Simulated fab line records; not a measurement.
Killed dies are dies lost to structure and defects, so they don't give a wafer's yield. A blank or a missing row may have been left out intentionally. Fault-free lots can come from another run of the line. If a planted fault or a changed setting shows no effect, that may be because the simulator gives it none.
Matching of chambers    flow n5 finfet    rie diel-01 running N5_BEOL_M14_TRENCH_ETCH_34: 4 sister chambers
The step etches SiO2 in C4F8/O2/Ar, target depth 556.65 nm, time 126.9 s. 4 wafers are shown with their chamber, then 7 later ones without.

## EACH WAFER AND ITS CHAMBER
wafer   chamber  rf vpp V (V)
L088.3  1        2179
L088.4  2        2286
L091.1  0        2248
L091.2  3        2242

## WAFERS WITHOUT THEIR CHAMBER
wafer   rf vpp V (V)
L091.5  2287
L090.3  2242
L090.4  2246
L090.5  2245
L095.1  2247
L095.2  2286
L095.3  2177

## THE CHAMBER EACH PASSED THROUGH
wafer   from the rows above      in truth
L091.5  2                        2
L090.3  3                        3
L090.4  can't be placed: 0 or 3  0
L090.5  can't be placed: 0 or 3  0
L095.1  0                        0
L095.2  2                        2
L095.3  1                        1
5 of 7 placed correctly. Can't be placed from these rows: 2 (the true chamber is among the candidates in 2). Placed wrongly: 0.
How it was worked out, from the rows above alone: a wafer's distance from a chamber is the root of the sum, over the readings, of the square of ((its reading less the chamber's mean) divided by the reading's scatter). If the next closest chamber is less than 2 further off than the closest, the wafer can't be placed; otherwise it belongs to the closest. A chamber's mean is the mean of its shown wafers. The scatter: with one shown wafer a chamber, the root of the mean of the squares of how far each hidden wafer lies from its nearest shown one.
